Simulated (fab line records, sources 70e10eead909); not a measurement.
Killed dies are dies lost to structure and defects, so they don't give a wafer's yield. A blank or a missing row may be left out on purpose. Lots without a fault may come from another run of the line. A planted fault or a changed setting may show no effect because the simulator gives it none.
Chamber matching | flow nand_harc | NHARC_P_BONDPAD_DEP_00 on pecvd-02: 3 sister chambers
The step deposits SiCN, target thk 250 nm. 3 wafers are shown with their chamber, then 9 later ones without.

WAFERS WITH THEIR CHAMBER
wafer  | chamber | heater_power_w (W)
L081.2 | 2       | 612
L082.4 | 0       | 513
L082.6 | 1       | 610

WAFERS WITHOUT THEIR CHAMBER
wafer  | heater_power_w (W)
L085.3 | 705
L085.4 | 514
L085.5 | 709
L095.1 | 578
L095.4 | 587
L095.5 | 557
L096.2 | 514
L096.4 | 518
L096.6 | 543

WHICH CHAMBER EACH WENT THROUGH
wafer  | from the rows above          | in truth
L085.3 | can't be placed: 2 or 1 or 0 | 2
L085.4 | can't be placed: 0 or 1 or 2 | 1
L085.5 | can't be placed: 2 or 1 or 0 | 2
L095.1 | can't be placed: 1 or 2 or 0 | 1
L095.4 | can't be placed: 1 or 2 or 0 | 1
L095.5 | can't be placed: 0 or 1 or 2 | 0
L096.2 | can't be placed: 0 or 1 or 2 | 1
L096.4 | can't be placed: 0 or 1 or 2 | 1
L096.6 | can't be placed: 0 or 1 or 2 | 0
Placed correctly: 0 of 9. Can't be placed from these rows: 9 (the true chamber is among the candidates in 9). Placed wrongly: 0.
How it was worked out, from the rows above alone: a wafer's distance from a chamber is the root of the sum, over the readings, of the square of ((its reading less the chamber's mean) divided by the reading's scatter). The wafer belongs to the nearest chamber; if the next one is less than 2 further off, it can't be placed. A chamber's mean is the mean of its shown wafers. The scatter: with one shown wafer a chamber, the root of the mean of the squares of how far each hidden wafer lies from its nearest shown one.
